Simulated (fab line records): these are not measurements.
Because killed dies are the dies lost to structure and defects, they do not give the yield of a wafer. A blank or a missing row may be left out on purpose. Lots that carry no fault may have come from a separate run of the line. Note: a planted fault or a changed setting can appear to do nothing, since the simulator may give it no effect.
Which of the tools did it? -- flow nand-harc -- 6 lots, 18 wafers sampled, at 1 step of a route of 1302

== WHAT THE GAUGES SHOWED, per wafer ==
NHARC_A_SLIT_OVL_MEAS_10.
lot,measured,on,overlay-x-nm (nm)
L651,day 20 02:46,overlay-01,-0.3 0.3 0.7
L655,day 21 14:24,overlay-02,0.4 0.3 0.4
L657,day 23 19:09,overlay-02,-1.4 -1.3 -1.9
L660,day 23 23:35,overlay-02,-0.8 -1.1 -0.8
L661,day 24 22:44,overlay-01,-0.1 -0.2 0.0
L672,day 29 17:16,overlay-01,-0.7 -1.3 -0.3

== WHAT TOOL EACH LOT RAN ON (gives the tool, then ch and the chambers of the sampled wafers, and finally the start) ==
The record holds no process step before these readings.

== THE ANSWER, worked out from the rows above alone ==
Rule: the lots themselves supply what counts as usual. Put in order of their means at a reading, lots are off if they are a third of the lots or fewer, leave a main group of 4 or more, and stand apart from it by a gap of 3 or more times the standard deviation of the main group's means; of several such gaps the widest counts. Not used: any main group whose means are identical at the precision the tables above print for the reading. A lot without any number at a reading at which 4 lots or more have one is off too. Where the step has rows for the other lots, those lots are counted as sound.
Nothing can be told from this: no lot is off at any reading shown.

== WHAT WAS PUT IN BY THE SIMULATOR ==
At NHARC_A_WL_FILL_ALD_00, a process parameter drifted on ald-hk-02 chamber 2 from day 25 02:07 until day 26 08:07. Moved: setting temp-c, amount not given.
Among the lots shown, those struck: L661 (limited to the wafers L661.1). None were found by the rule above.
